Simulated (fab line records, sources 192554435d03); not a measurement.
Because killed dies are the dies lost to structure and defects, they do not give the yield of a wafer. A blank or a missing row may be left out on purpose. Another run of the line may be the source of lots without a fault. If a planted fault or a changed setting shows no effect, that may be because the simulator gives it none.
Matching of chambers -- flow n5-finfet -- N5_BEOL_M3_ALD_84 on ald-metal-02: 4 sister chambers
The step deposits TaN, pulse time 2 s, purge time 3 s, co reactant purge time 2 s. 16 wafers are shown with their chamber, then 8 later ones without.

## EACH WAFER AND ITS CHAMBER
wafer,chamber,heater-power-outer-w (W),heater-power-w (W),susceptor-temp-C (C)
L078.3,3,253,426,275.03
L078.5,3,247,417,275.04
L078.6,0,200,365,275.06
L083.1,1,206,436,275.11
L083.2,3,252,421,274.94
L083.6,1,203,419,275.00
L085.1,1,205,433,274.84
L085.3,2,199,385,274.92
L085.5,1,207,424,274.78
L086.1,1,208,426,275.14
L086.2,3,251,423,275.02
L086.3,2,199,379,275.14
L090.3,0,200,376,274.85
L090.4,2,200,386,275.13
L090.6,0,197,379,274.77
L089.3,1,201,417,274.50

SIGNATURES (means of the wafers above)
reading,chamber 0,chamber 1,chamber 2,chamber 3,scatter within a chamber
heater-power-outer-w,199.00,205.00,199.33,250.75,2.26
heater-power-w,373.33,425.83,383.33,421.75,6.21
susceptor-temp-C,274.8933,274.8950,275.0633,275.0075,0.176
Rule: for a wafer and a chamber, the distance is found by dividing, reading by reading, the gap between the wafer's reading and the chamber's mean by the reading's scatter, squaring, summing and taking the root. The wafer belongs to the nearest chamber; if the next one is less than 2 further off, it can't be placed. The scatter: the root of (the sum of the squares of (reading less its chamber's mean) over the shown wafers, divided by (wafers less chambers)).

## WAFERS WITHOUT THEIR CHAMBER
wafer,heater-power-outer-w (W),heater-power-w (W),susceptor-temp-C (C)
L089.5,246,416,274.84
L089.6,196,360,275.01
L091.2,248,422,275.11
L091.3,197,386,275.06
L091.6,204,376,275.20
L094.1,249,415,274.99
L094.2,197,388,275.12
L094.4,210,424,274.94

## CHAMBER TAKEN BY EACH
wafer,from the rows above,in truth
L089.5,3,3
L089.6,can't be placed: 0 or 2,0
L091.2,3,3
L091.3,can't be placed: 2 or 0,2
L091.6,can't be placed: 2 or 0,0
L094.1,3,3
L094.2,can't be placed: 2 or 0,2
L094.4,1,1
Placed correctly: 4 of 8. Can't be placed from these rows: 4 (the true chamber is among the candidates in 4). Number placed wrongly: 0.
